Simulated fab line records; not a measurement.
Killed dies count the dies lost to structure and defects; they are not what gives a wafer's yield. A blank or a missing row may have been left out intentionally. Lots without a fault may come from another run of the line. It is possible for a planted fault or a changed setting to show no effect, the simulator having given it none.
fab line records	flow n5Finfet	part 1 of 2: steps 1 to 4 of 6
record: lots: 20	wafers: 60	lastDay: 17
route steps=1938 shown BEOL_M0_CUTY@711 BEOL_M0@722 BEOL_M1@754
lots that met no fault: from a run of the same line without faults
startH: hours from the record's first day to the start of the lot's first wafer shown	waitH: hours since the lot's step before	" identical to the entry in the row above	L1.1+2: a single row standing in for several wafers	- either no value or no given start	* or withheld: withheld	< > ~ a bound
route shown NAME@n: a module of which the file shows steps, and the number in the route of the first	usual: mean/standard deviation taken from wafers without a fault	same: alike in all rows	chamber/n: place in a boat	sites: the reading at each site	_std_site: standard deviation across them	_edge_site: inner sites' mean taken away from outer sites' mean	radiusMm: how far each site lies from the wafer's centre	mask NAME#n: copy n	behind: the last tool/chamber to shape the wafer	hold: what put the lot on hold/how long, in hours/how the hold closed	device: transistor that didn't switch, given as n, p or np	end of line: the same wafers' tests at the end of the route	a step given without rows: its recipe and nothing more	killed: count of dies lost to structure and defects at first sort (not the wafer's yield)	map: a wafer's dies, x killed, . not, _ none there
set.NAME: the setting as run; set.NAME@STEP: as run at that earlier step	model.NAME: the simulator's own value behind a step, which no gauge read
one table for each step of the route and one row for each wafer, over a sample of lots
services: the hour from which a tool's chamber was out of use, counted from the record's first day as startH (under 0 if before that day), plus the number of hours and why
== steps ==
step: N5_BEOL_M0_CUTY_DESCUM_61
recipe: chemistry: O2	timeS: 7.9	sourcePowerW: 50	biasPowerW: 20	pressureMtorr: 20	rfFrequencyHz: 2.712e+07	tempC: 40	resist: CAR-ArF-block	o2FlowSccm: 225
usual: chamberPressureMTorr: 20.000/0.018	drypumpMotorCurrentA: 5.6/0.47	oesProductAu: 0.80/0.097	rfVppV: 243.2/1.5	showerheadPlenumPTorr: 2.11/0.076	throttleValvePct: 20.5/0.31
lot.wafer	tool	chamber	startH	waitH	chamberPressureMTorr	drypumpMotorCurrentA	oesProductAu	rfHoursCounterH	rfVppV	showerheadPlenumPTorr	throttleValvePct
L074.1	rieDiel-01	2	111.55	0.6	19.990	5.9	0.70	234	242.0	2.01	21.1
L074.5	"	3	"	"	20.030	5.6	0.81	-	243.1	2.13	20.2
L074.6	"	2	"	"	19.997	5.9	0.71	-	240.9	2.01	21.1
L075.3	rieDiel-05	2	118.54	0.4	19.958	5.7	0.69	208	241.0	2.08	20.6
L075.4	"	1	"	"	19.997	5.5	0.81	93	242.1	2.06	20.7
L075.6	"	2	"	"	20.009	5.7	0.69	-	244.5	2.08	20.6
L076.1	rieDiel-05	3	129.12	0.0	20.001	6.3	0.97	5	243.8	2.08	20.0
L076.3	"	2	"	"	19.995	5.7	0.68	213	243.7	2.07	20.6
L076.5	"	2	"	"	19.991	5.7	0.68	-	242.7	2.08	20.6
L077.1	rieDiel-03	2	133.59	0.0	19.998	6.0	0.93	22	243.7	2.23	20.2
L077.4	"	0	"	"	19.981	5.5	0.75	168	242.3	1.99	20.8
L077.5	"	0	"	"	19.999	5.5	0.75	-	241.9	1.99	20.8
L078.1	rieDiel-01	1	137.42	0.0	19.965	5.0	0.71	204	245.4	2.16	20.8
L078.3	"	0	"	"	19.998	5.8	0.67	248	243.6	2.15	20.9
L078.5	"	2	"	"	20.020	5.9	0.70	-	242.5	2.01	21.2
L079.2	rieDiel-01	3	144.28	0.2	19.994	5.6	0.79	94	243.6	2.12	20.2
L079.3	"	2	"	"	19.995	5.9	0.70	249	241.9	2.01	21.2
L079.6	"	3	"	"	20.021	5.6	0.80	-	243.4	2.12	20.2
L080.3	rieDiel-05	1	151.83	0.0	19.993	5.5	0.80	107	241.8	2.05	20.7
L080.5	"	3	"	"	19.991	6.3	0.94	-	242.5	2.08	20.0
L080.6	"	2	"	"	19.990	5.7	0.67	-	243.4	2.07	20.7
L081.1	rieDiel-03	3	154.94	0.2	20.010	5.5	0.80	76	246.7	2.21	20.4
L081.3	"	1	"	"	19.986	5.0	0.69	249	240.7	1.95	20.5
L081.6	"	1	"	"	20.014	5.0	0.68	-	242.2	1.95	20.5
L082.1	rieDiel-05	0	169.33	0.1	20.010	4.7	0.88	37	243.4	2.14	20.1
L082.4	"	1	"	"	19.976	5.6	0.79	113	242.1	2.05	20.7
L082.5	"	2	"	"	19.993	5.8	0.67	-	242.5	2.07	20.7
L083.1	rieDiel-03	2	170.17	0.0	20.011	6.0	0.90	35	245.8	2.23	20.2
L083.2	"	0	"	"	20.008	5.5	0.74	179	241.0	1.99	20.8
L083.3	"	3	"	"	19.999	5.4	0.79	82	244.8	2.21	20.4
L084.2	rieDiel-05	3	184.52	0.0	20.001	6.3	0.91	26	241.5	2.07	20.1
L084.4	"	1	"	"	19.965	5.6	0.79	118	241.3	2.05	20.7
L084.5	"	2	"	"	20.005	5.7	0.66	-	243.3	2.07	20.7
L085.1	rieDiel-01	2	187.81	0.2	20.017	5.9	1.00	1	246.6	2.28	20.7
L085.3	"	1	"	"	20.010	5.1	0.68	227	243.5	2.16	20.9
L085.6	"	0	"	"	20.010	5.8	0.94	-	243.0	2.15	20.5
L087.1	rieDiel-03	1	195.72	0.0	20.004	5.0	0.96	4	243.7	2.21	20.1
L087.2	"	3	"	"	20.010	5.4	0.78	91	244.5	2.20	20.4
L087.5	"	3	"	"	19.985	5.4	0.79	-	244.0	2.20	20.4
L088.3	rieDiel-01	2	198.50	0.0	20.003	5.9	0.98	5	246.7	2.27	20.7
L088.4	"	0	"	"	19.969	5.8	0.93	17	244.4	2.15	20.5
L088.5	"	2	"	"	20.015	5.9	0.98	-	244.8	2.27	20.7
L090.2	rieDiel-01	1	211.05	0.1	20.029	5.0	0.67	235	245.5	2.15	20.9
L090.5	"	0	"	"	20.024	5.8	0.91	-	243.5	2.14	20.5
L090.6	"	1	"	"	20.025	5.0	0.68	-	243.6	2.15	20.9
L091.2	rieDiel-05	2	218.64	0.0	20.022	5.8	0.66	245	243.9	2.06	20.7
L091.5	"	0	"	"	20.002	4.7	0.85	-	244.3	2.13	20.2
L091.6	"	1	"	"	20.003	5.6	0.77	-	241.7	2.04	20.7
L092.1	rieDiel-05	3	221.35	0.1	19.978	6.3	0.88	38	242.1	2.07	20.1
L092.2	"	2	"	"	19.998	5.8	0.65	246	243.7	2.06	20.7
L092.5	"	3	"	"	19.946	6.3	0.89	-	242.5	2.07	20.1
L093.3	rieDiel-05	2	230.45	0.0	20.007	5.7	0.66	249	242.2	2.06	20.7
L093.4	"	0	"	"	19.989	4.7	0.85	58	244.5	2.13	20.2
L093.6	"	2	"	"	19.995	5.7	0.65	-	243.5	2.06	20.7
L094.3	rieDiel-05	3	237.37	0.0	19.998	6.3	0.87	44	242.5	2.07	20.1
L094.4	"	2	"	"	20.038	5.8	0.65	252	242.8	2.06	20.7
L094.5	"	1	"	"	20.005	5.6	0.76	-	241.5	2.04	20.7
L097.1	rieDiel-05	3	254.55	0.0	19.991	6.3	0.86	50	241.7	2.07	20.1
L097.3	"	1	"	"	19.995	5.6	0.75	143	241.5	2.04	20.7
L097.6	"	3	"	"	19.999	6.3	0.85	-	243.5	2.07	20.1
step: N5_BEOL_M0_CUTY_ETCH_63
recipe: chemistry: N2/H2	target: SOC	targetDepthA: 827	overetchA: 165	maskMaterial: SiARC	tempC: 40	ionEnergyEv: 200	timeS: 124	pressureMtorr: 30	sourceW: 840	biasW: 150	n2FlowSccm: 200	h2FlowSccm: 200
usual: chamberPressureMTorr: 29.999/0.026	drypumpMotorCurrentA: 5.6/0.47	oesProductAu: 0.66/0.075	rfVppV: 523.9/2.8	showerheadPlenumPTorr: 2.53/0.095	throttleValvePct: 17.7/0.41
lot.wafer	tool	chamber	startH	waitH	chamberPressureMTorr	drypumpMotorCurrentA	oesProductAu	rfHoursCounterH	rfVppV	showerheadPlenumPTorr	throttleValvePct
L074.1	rieDiel-01	2	111.64	0.0	29.995	5.9	0.58	234	520.8	2.38	18.1
L074.5	"	3	"	"	29.950	5.6	0.66	-	524.9	2.56	17.4
L074.6	"	2	"	"	29.997	5.9	0.58	-	520.6	2.38	18.1
L075.3	rieDiel-05	2	118.62	0.0	30.015	5.8	0.56	208	523.5	2.49	17.9
L075.4	"	1	"	"	30.011	5.6	0.66	93	522.1	2.45	17.7
L075.6	"	2	"	"	30.008	5.8	0.57	-	523.2	2.49	17.9
L076.1	rieDiel-05	3	129.20	0.0	29.968	6.3	0.79	5	522.1	2.47	17.0
L076.3	"	2	"	"	30.044	5.8	0.56	213	524.2	2.49	17.9
L076.5	"	2	"	"	29.993	5.8	0.57	-	522.8	2.49	17.9
L077.1	rieDiel-03	2	133.67	0.0	30.013	6.0	0.74	22	528.7	2.68	17.3
L077.4	"	0	"	"	30.008	5.5	0.60	168	522.3	2.43	18.4
L077.5	"	0	"	"	29.935	5.5	0.60	-	522.0	2.43	18.4
L078.1	rieDiel-01	1	137.51	0.0	29.991	5.1	0.58	204	525.8	2.64	18.4
L078.3	"	0	"	"	30.000	5.8	0.56	248	525.8	2.60	18.2
L078.5	"	2	"	"	29.993	5.9	0.58	-	520.1	2.38	18.1
L079.2	rieDiel-01	3	144.36	0.0	29.990	5.6	0.65	94	524.3	2.56	17.4
L079.3	"	2	"	"	29.970	5.9	0.58	249	519.2	2.38	18.1
L079.6	"	3	"	"	29.971	5.6	0.66	-	523.5	2.56	17.4
L080.3	rieDiel-05	1	151.91	0.0	29.994	5.6	0.66	107	521.7	2.45	17.8
L080.5	"	3	"	"	29.977	6.3	0.78	-	523.0	2.46	17.0
L080.6	"	2	"	"	29.977	5.7	0.57	-	523.8	2.49	17.9
L081.1	rieDiel-03	3	155.02	0.0	30.042	5.4	0.67	76	526.9	2.66	17.5
L081.3	"	1	"	"	30.012	5.0	0.56	249	519.4	2.41	18.2
L081.6	"	1	"	"	30.010	5.0	0.55	-	517.6	2.41	18.1
L082.1	rieDiel-05	0	169.41	0.0	30.045	4.7	0.72	37	525.9	2.60	17.4
L082.4	"	1	"	"	30.034	5.6	0.65	113	520.9	2.44	17.8
L082.5	"	2	"	"	29.999	5.7	0.56	-	522.0	2.48	17.9
L083.1	rieDiel-03	2	170.25	0.0	29.996	6.0	0.73	35	527.5	2.68	17.3
L083.2	"	0	"	"	29.975	5.5	0.60	179	520.9	2.43	18.4
L083.3	"	3	"	"	30.014	5.4	0.67	82	527.3	2.66	17.5
L084.2	rieDiel-05	3	184.60	0.0	29.989	6.3	0.74	26	521.7	2.46	17.1
L084.4	"	1	"	"	30.044	5.6	0.65	118	521.5	2.44	17.8
L084.5	"	2	"	"	29.959	5.7	0.56	-	523.2	2.48	17.9
L085.1	rieDiel-01	2	187.89	0.0	29.998	5.9	0.81	1	528.4	2.69	17.6
L085.3	"	1	"	"	30.049	5.1	0.56	227	525.5	2.63	18.5
L085.6	"	0	"	"	29.967	5.8	0.76	-	525.6	2.59	17.8
L087.1	rieDiel-03	1	195.80	0.0	29.960	5.0	0.76	4	527.4	2.73	17.7
L087.2	"	3	"	"	30.001	5.4	0.67	91	527.5	2.65	17.5
L087.5	"	3	"	"	30.037	5.4	0.66	-	527.2	2.65	17.5
L088.3	rieDiel-01	2	198.58	0.0	30.000	5.9	0.79	5	529.2	2.69	17.6
L088.4	"	0	"	"	29.995	5.8	0.75	17	523.8	2.59	17.8
L088.5	"	2	"	"	30.005	5.9	0.80	-	528.8	2.69	17.6
L090.2	rieDiel-01	1	211.14	0.0	29.959	5.0	0.56	235	526.1	2.63	18.5
L090.5	"	0	"	"	29.986	5.8	0.73	-	525.4	2.59	17.8
L090.6	"	1	"	"	29.988	5.1	0.56	-	525.4	2.63	18.4
L091.2	rieDiel-05	2	218.72	0.0	29.981	5.7	0.55	245	522.0	2.48	17.9
L091.5	"	0	"	"	29.979	4.7	0.70	-	524.9	2.59	17.5
L091.6	"	1	"	"	30.035	5.6	0.64	-	520.5	2.44	17.8
L092.1	rieDiel-05	3	221.43	0.0	29.954	6.3	0.73	38	521.4	2.45	17.1
L092.2	"	2	"	"	30.007	5.7	0.55	246	524.8	2.48	17.9
L092.5	"	3	"	"	29.971	6.3	0.73	-	523.5	2.45	17.1
L093.3	rieDiel-05	2	230.53	0.0	30.003	5.8	0.55	249	522.5	2.48	17.9
L093.4	"	0	"	"	29.970	4.7	0.69	58	525.8	2.59	17.4
L093.6	"	2	"	"	29.981	5.8	0.55	-	522.6	2.48	17.9
L094.3	rieDiel-05	3	237.45	0.0	30.034	6.3	0.72	44	523.2	2.45	17.1
L094.4	"	2	"	"	30.005	5.8	0.54	252	524.0	2.47	17.9
L094.5	"	1	"	"	29.988	5.6	0.64	-	519.5	2.43	17.8
L097.1	rieDiel-05	3	254.64	0.0	29.953	6.3	0.72	50	522.7	2.45	17.1
L097.3	"	1	"	"	29.990	5.6	0.63	143	521.8	2.43	17.8
L097.6	"	3	"	"	29.979	6.3	0.71	-	520.5	2.45	17.1
step: N5_BEOL_M0_STRIP_142
recipe: chemistry: N2/H2	timeS: 10	powerW: 450	tempC: 40	pressureMtorr: 20	rfFrequencyHz: 6e+07	biasPowerW: 7	n2FlowSccm: 200	h2FlowSccm: 200
usual: chamberPressureMTorr: 20.001/0.019	drypumpMotorCurrentA: 5.6/0.43	oesProductAu: 0.81/0.098	rfVppV: 59.3/0.92	showerheadPlenumPTorr: 2.56/0.095	throttleValvePct: 23.4/0.53
lot.wafer	tool	chamber	startH	waitH	chamberPressureMTorr	drypumpMotorCurrentA	oesProductAu	rfHoursCounterH	rfVppV	showerheadPlenumPTorr	throttleValvePct
L074.1	rieDiel-05	1	114.22	0.0	20.020	5.6	0.80	91	59.7	2.45	23.5
L074.5	"	2	"	"	20.035	5.8	0.68	-	60.1	2.49	23.4
L074.6	"	0	"	"	20.023	4.7	0.93	-	59.5	2.60	23.0
L075.3	rieDiel-05	0	120.50	0.0	20.012	4.7	0.92	18	59.6	2.60	23.0
L075.4	"	1	"	"	20.003	5.6	0.80	94	59.9	2.45	23.5
L075.6	"	2	"	"	19.957	5.7	0.68	-	59.1	2.49	23.5
L076.1	rieDiel-05	1	130.67	0.0	20.015	5.6	0.80	99	58.3	2.44	23.5
L076.3	"	0	"	"	19.978	4.7	0.91	23	58.8	2.60	23.0
L076.5	"	2	"	"	19.976	5.7	0.68	-	60.0	2.49	23.5
L077.1	rieDiel-05	3	136.72	0.0	19.991	6.3	0.96	8	60.4	2.46	22.7
L077.4	"	2	"	"	20.002	5.7	0.68	216	59.1	2.49	23.5
L077.5	"	0	"	"	19.983	4.7	0.91	-	60.4	2.60	23.0
L078.1	rieDiel-03	3	138.45	0.0	20.001	5.4	0.81	71	61.4	2.66	23.1
L078.3	"	1	"	"	20.004	5.0	0.67	244	58.4	2.41	23.8
L078.5	"	3	"	"	19.960	5.4	0.81	-	60.7	2.66	23.1
L079.2	rieDiel-05	3	144.97	0.0	19.996	6.3	0.95	10	57.8	2.46	22.7
L079.3	"	0	"	"	20.004	4.7	0.90	28	59.8	2.60	23.0
L079.6	"	3	"	"	20.012	6.3	0.96	-	57.3	2.46	22.7
L080.3	rieDiel-01	2	154.30	0.0	19.995	5.9	0.69	253	58.8	2.37	23.7
L080.5	"	1	"	"	19.991	5.1	0.68	-	59.1	2.63	24.6
L080.6	"	3	"	"	20.057	5.6	0.78	-	58.6	2.55	23.0
L081.1	rieDiel-01	3	156.99	0.0	20.004	5.6	0.78	99	58.5	2.55	23.0
L081.3	"	1	"	"	19.992	5.0	0.68	213	59.4	2.63	24.6
L081.6	"	2	"	"	19.965	5.9	0.69	-	59.0	2.37	23.8
L082.1	rieDiel-05	2	171.26	0.0	20.007	5.8	0.67	229	60.0	2.48	23.5
L082.4	"	1	"	"	19.977	5.6	0.78	114	58.3	2.44	23.5
L082.5	"	1	"	"	20.010	5.6	0.78	-	60.4	2.44	23.5
L083.1	rieDiel-01	1	171.27	0.0	20.008	5.0	0.68	220	58.9	2.63	24.6
L083.2	"	3	"	"	20.011	5.6	0.76	106	58.9	2.55	23.0
L083.3	"	0	"	"	20.015	5.8	0.96	6	57.6	2.59	23.8
L084.2	rieDiel-03	3	185.75	0.0	20.014	5.4	0.78	88	57.8	2.65	23.2
L084.4	"	1	"	"	20.003	5.0	0.98	1	60.6	2.73	23.6
L084.5	"	3	"	"	20.016	5.5	0.79	-	59.1	2.65	23.2
L085.1	rieDiel-03	0	193.65	0.0	20.010	5.5	0.73	187	58.5	2.42	24.4
L085.3	"	3	"	"	20.022	5.4	0.79	91	58.9	2.65	23.2
L085.6	"	1	"	"	20.022	5.1	0.97	-	60.5	2.73	23.6
L088.3	rieDiel-05	2	203.03	0.0	20.013	5.7	0.66	239	61.2	2.48	23.5
L088.4	"	3	"	"	19.992	6.3	0.90	31	59.5	2.45	22.7
L088.5	"	3	"	"	19.995	6.3	0.90	-	58.8	2.45	22.7
L087.1	rieDiel-03	2	203.15	0.0	20.004	6.0	0.87	46	59.7	2.67	23.0
L087.2	"	1	"	"	20.029	5.0	0.95	7	59.3	2.72	23.6
L087.5	"	3	"	"	20.011	5.4	0.79	-	60.7	2.65	23.1
L090.2	rieDiel-03	3	211.99	0.0	19.996	5.4	0.78	96	59.4	2.65	23.2
L090.5	"	2	"	"	19.968	6.0	0.86	-	60.4	2.67	23.0
L090.6	"	3	"	"	19.985	5.5	0.78	-	59.5	2.65	23.2
L091.2	rieDiel-03	3	220.74	0.0	19.985	5.4	0.78	100	59.2	2.64	23.2
L091.5	"	0	"	"	19.993	5.5	0.72	-	57.0	2.42	24.5
L091.6	"	3	"	"	19.988	5.4	0.78	-	58.6	2.64	23.2
L092.1	rieDiel-01	0	224.75	0.0	20.015	5.8	0.91	26	60.6	2.58	23.8
L092.2	"	2	"	"	19.992	5.9	0.94	14	60.5	2.68	23.3
L092.5	"	3	"	"	20.028	5.6	0.76	-	60.3	2.54	23.1
L093.3	rieDiel-01	3	231.44	0.0	20.017	5.6	0.75	128	59.5	2.54	23.1
L093.4	"	0	"	"	19.998	5.8	0.91	27	59.4	2.58	23.8
L093.6	"	3	"	"	19.980	5.6	0.75	-	58.9	2.54	23.1
L094.3	rieDiel-01	0	239.67	0.0	19.974	5.8	0.89	30	59.4	2.58	23.8
L094.4	"	3	"	"	19.985	5.6	0.75	128	59.8	2.54	23.1
L094.5	"	1	"	"	19.986	5.1	0.66	-	58.2	2.62	24.6
L097.1	rieDiel-01	0	257.52	0.0	20.012	5.8	0.87	38	59.8	2.58	23.8
L097.3	"	2	"	"	19.987	5.9	0.91	26	59.1	2.68	23.3
L097.6	"	0	"	"	20.008	5.8	0.87	-	59.8	2.57	23.8
step: N5_BEOL_M1_HM_DEP_02
recipe: material: TiN	targetThkA: 200	tempC: 25	chamberPressurePa: 0.49996
usual: susceptorTempC: 25.01/0.11	throttleValvePct: 29.9/1
lot.wafer	tool	chamber	startH	waitH	susceptorTempC	throttleValvePct
L074.1	pvdSputter-02	-	120.04	0.6	25.25	29.6
L074.5	"	-	"	"	25.06	29.8
L074.6	"	-	"	"	25.20	29.6
L075.3	pvdSputter-01	-	126.45	1.5	24.81	30.2
L075.4	"	-	"	"	24.95	29.8
L075.6	"	-	"	"	25.03	29.8
L076.1	pvdSputter-03	-	136.40	2.9	25.04	29.7
L076.3	"	-	"	"	25.00	28.6
L076.5	"	-	"	"	24.88	31.7
L077.1	pvdSputter-02	-	143.93	3.5	24.90	31.4
L077.4	"	-	"	"	24.86	29.8
L077.5	"	-	"	"	24.91	29.9
L078.1	pvdSputter-01	-	144.43	2.8	25.10	29.7
L078.3	"	-	"	"	25.03	29.9
L078.5	"	-	"	"	25.04	30.0
L079.2	pvdSputter-03	-	148.87	1.0	24.90	28.7
L079.3	"	-	"	"	25.05	29.7
L079.6	"	-	"	"	24.89	29.9
L080.3	pvdSputter-03	-	161.98	3.1	24.87	32.0
L080.5	"	-	"	"	24.94	28.8
L080.6	"	-	"	"	25.07	28.5
L081.1	pvdSputter-03	-	162.34	1.9	25.01	28.6
L081.3	"	-	"	"	25.08	31.9
L081.6	"	-	"	"	24.86	31.8
L082.1	pvdSputter-01	-	175.19	0.9	24.99	29.9
L082.4	"	-	"	"	25.04	29.5
L082.5	"	-	"	"	25.01	31.0
L083.1	pvdSputter-02	-	175.48	0.5	25.09	31.3
L083.2	"	-	"	"	24.99	28.6
L083.3	"	-	"	"	25.23	30.0
L084.2	pvdSputter-02	-	190.99	1.0	24.97	29.5
L084.4	"	-	"	"	25.10	31.4
L084.5	"	-	"	"	25.03	31.5
L085.1	pvdSputter-02	-	202.24	1.0	25.05	29.7
L085.3	"	-	"	"	24.94	28.8
L085.6	"	-	"	"	24.81	29.7
L088.3	pvdSputter-02	-	208.56	0.3	24.85	29.8
L088.4	"	-	"	"	25.12	31.2
L088.5	"	-	"	"	25.03	29.8
L087.1	pvdSputter-01	-	209.17	0.5	25.09	29.8
L087.2	"	-	"	"	24.92	29.9
L087.5	"	-	"	"	24.91	29.9
L090.2	pvdSputter-03	-	216.51	1.1	25.11	31.9
L090.5	"	-	"	"	25.05	28.5
L090.6	"	-	"	"	25.02	32.0
L091.2	pvdSputter-02	-	224.98	0.2	24.83	28.7
L091.5	"	-	"	"	24.88	29.5
L091.6	"	-	"	"	24.84	28.9
L092.1	pvdSputter-02	-	231.12	2.1	25.18	30.0
L092.2	"	-	"	"	24.91	28.7
L092.5	"	-	"	"	24.69	28.5
L093.3	pvdSputter-02	-	239.26	1.8	25.05	31.5
L093.4	"	-	"	"	25.00	29.6
L093.6	"	-	"	"	25.06	29.7
L094.3	pvdSputter-01	-	246.01	2.3	25.09	31.0
L094.4	"	-	"	"	25.00	29.9
L094.5	"	-	"	"	24.92	31.1
L097.1	pvdSputter-03	-	263.89	3.0	25.05	31.9
L097.3	"	-	"	"	25.16	28.6
L097.6	"	-	"	"	25.01	28.4
